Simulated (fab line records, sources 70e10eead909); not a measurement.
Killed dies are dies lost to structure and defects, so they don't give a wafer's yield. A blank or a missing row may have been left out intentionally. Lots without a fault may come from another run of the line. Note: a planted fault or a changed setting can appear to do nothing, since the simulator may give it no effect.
Struck lot and sound lot, side by side -- flow nand_harc -- 40 out of 1302 route steps
Sound: the wafers L657.2, L657.4, L657.5. Struck: wafer L663.3 (L663.2, L663.5, from the same lot, were not struck and are left out); the cause is given at the end.
For every step that has rows: the tool of each side, followed by ch and its chambers, followed by its first start. Under that, the readings that differ: sound wafers -- struck wafers -- difference of the means -- sigmas: that difference in standard deviations of wafers without a fault.
alike: readings whose means differ by less than 2 such deviations, and words and numbers that are the same on both sides. not compared: withheld readings, readings that some wafer has no value for, bounds like >300 that may hide the same value, and numbers for which the record gives no deviation and whose values overlap.
A row with sigmas, a row that says differs or no value, or rows on one side alone: a step with any of these is where the two part. Numbers that have no deviation but don't overlap get no sigmas and don't part them. A reading that every wafer of one side lacks parts them only if that side has two wafers or more.

first, 5 steps without rows for these wafers: NHARC_A_STAIRCASE_SRD_154; NHARC_A_STAIRCASE_ETCH_403 (etches SiO2 in dHF, target depth 108.2 nm); NHARC_A_STAIRCASE_ETCHBACK_422 (etches the open film in CH3F/O2, target depth 40 nm, time 74.286 s); NHARC_A_STAIRCASE_ETCH_423 (etches SiO2 in dHF, target depth 30 nm); NHARC_A_STAIRCASE_ETCHBACK_157 (etches the open film in CH3F/O2, target depth 90 nm, time 167.14 s).
NHARC_A_STAIRCASE_STRIP_475: strips in O2, time 20 s.
  sound: rie_diel-02 ch 0,1,3; struck: rie_diel-02 ch 1
  alike: chamber_pressure_mTorr, drypump_motor_current_A, oes_product_au, rf_vpp_V, showerhead_plenum_p_Torr, throttle_valve_pct
  not compared: rf_hours_counter_h
NHARC_A_STAIRCASE_DEP_471: deposits SiO2, target thk 100 nm.
  sound on pecvd-03 ch 0,2, day 20 20:43; struck on pecvd-02 ch 2, day 23 08:35
  alike: heater_power_w, throttle_valve_pct
  not compared: since_wet_clean_h
then, 2 steps without rows for these wafers: NHARC_A_STAIRCASE_CMP_472 (polishes SiO2); NHARC_A_STAIRCASE_SRD_474.
NHARC_A_STAIRCASE_INSPECT_155:
  sound on defect_inspect-01 at day 20 21:17; struck on defect_inspect-01 at day 23 09:10
  alike: raw_defect_count
NHARC_A_SGD_CUT_DEP_00: deposits SiNx, target thk 50 nm.
  sound on pecvd-01 ch 0,1,2, day 20 21:23; struck on pecvd-04 ch 2, day 23 09:14
  alike: heater_power_w
  not compared: since_wet_clean_h
then, 10 steps without rows for these wafers: NHARC_A_SGD_CUT_DEHYDRATE_01 (time 120 s); NHARC_A_SGD_CUT_HMDS_02 (time 30 s); NHARC_A_SGD_CUT_COAT_56 (time 75 s); NHARC_A_SGD_CUT_COAT_57 (time 65 s); NHARC_A_SGD_CUT_COAT_03 (resist thk 90 nm); NHARC_A_SGD_CUT_SOFTBAKE_04 (time 55 s); NHARC_A_SGD_CUT_EBR_05; NHARC_A_SGD_CUT_EXPOSE_06 (exposes mask SGD); NHARC_A_SGD_CUT_PEB_07 (peb time 65 s); NHARC_A_SGD_CUT_DEVELOP_08 (develop time 35 s).
NHARC_A_SGD_CUT_CD_MEAS_09 targets a cd of 100 nm.
  sound on cd_sem-03 ch 0, day 20 21:58; struck on cd_sem-03 ch 0, day 23 09:58
  alike: cd_nm
NHARC_A_SGD_CUT_OVL_MEAS_10:
  sound on overlay-02 at day 20 22:04; struck on overlay-02 at day 23 10:03
  alike: overlay_x_nm, overlay_y_nm
NHARC_A_SGD_CUT_INSPECT_11:
  sound on defect_inspect-01 at day 20 22:06; struck on defect_inspect-01 at day 23 10:05
  alike: raw_defect_count
then, 2 steps without rows for these wafers: NHARC_A_SGD_CUT_DESCUM_14 (chemistry O2, time 3 s); NHARC_A_SGD_CUT_ETCH_58 (etches the open film in CF4, target depth 39 nm, time 65 s).
NHARC_A_SGD_CUT_ETCH_59: etches the open film in N2/H2, target depth 260 nm, time 406.25 s.
  sound: rie_diel-10 ch 0,2,3; struck: rie_diel-11 ch 1
reading,sound,struck,difference,sigmas
chamber_pressure_mTorr (mTorr),29.980 29.996 30.018,30.064,+0.066,+2
  alike: drypump_motor_current_A, oes_product_au, rf_vpp_V, showerhead_plenum_p_Torr, throttle_valve_pct
  not compared: rf_hours_counter_h
then, 3 steps without rows for these wafers: NHARC_A_SGD_CUT_ETCH_15 (etches the open film in CH3F/O2, target depth 75 nm, time 64.3 s); NHARC_A_SGD_CUT_ETCH_16 (etches the open film in C4F8/O2/Ar, target depth 310.5 nm, time 155.2 s); NHARC_A_SGD_CUT_STRIP_60 (strips in C4F8/O2/Ar).
NHARC_A_SGD_CUT_STRIP_17: strips in O2.
  sound: rie_diel-10 ch 0,1,3; struck: rie_diel-11 ch 2
  alike: chamber_pressure_mTorr, drypump_motor_current_A, oes_product_au, rf_vpp_V, showerhead_plenum_p_Torr, throttle_valve_pct
  not compared: rf_hours_counter_h
then, 7 steps without rows for these wafers: NHARC_A_SGD_CUT_PRECLEAN_18 (cleans in SC1); NHARC_A_SGD_CUT_SRD_19; NHARC_A_SGD_CUT_DEP_20 (deposits SiO2, target thk 150 nm); NHARC_A_SGD_CUT_ANNEAL_27 (time 1800 s); NHARC_A_SGD_CUT_CMP_21 (polishes, target thk 148.19 nm); NHARC_A_SGD_CUT_SRD_23; NHARC_A_SGD_CUT_ETCH_26 (etches SiO2 in dHF, target depth 45.8 nm).
NHARC_A_SGD_CUT_ETCHBACK_24: etches the open film in CH3F/O2, target depth 50 nm, time 92.857 s.
  sound on rie_diel-04 ch 1,2,3, day 21 07:38; struck on rie_diel-11 ch 1, day 23 18:07
reading,sound,struck,difference,sigmas
throttle_valve_pct (%),20.678 20.666 20.676,20.652,-0.021,-2
  alike: chamber_pressure_mTorr, drypump_motor_current_A, oes_product_au, rf_vpp_V, showerhead_plenum_p_Torr
  not compared: rf_hours_counter_h
-- record jumps: 5 days between struck wafers' starts before vs after; left off in module A_SGD_CUT, resumes in module END, first step shown is number 1302 of the route --
NHARC_END_SORT_01:
  only the struck wafers appear in the record here, on prober-01 ch 0 at day 28 16:20; the sound ones have no rows

## WHERE THEY PART
Earliest at NHARC_A_SGD_CUT_ETCH_59; latest, in this record, at NHARC_END_SORT_01.

WHY: what the simulator had put in
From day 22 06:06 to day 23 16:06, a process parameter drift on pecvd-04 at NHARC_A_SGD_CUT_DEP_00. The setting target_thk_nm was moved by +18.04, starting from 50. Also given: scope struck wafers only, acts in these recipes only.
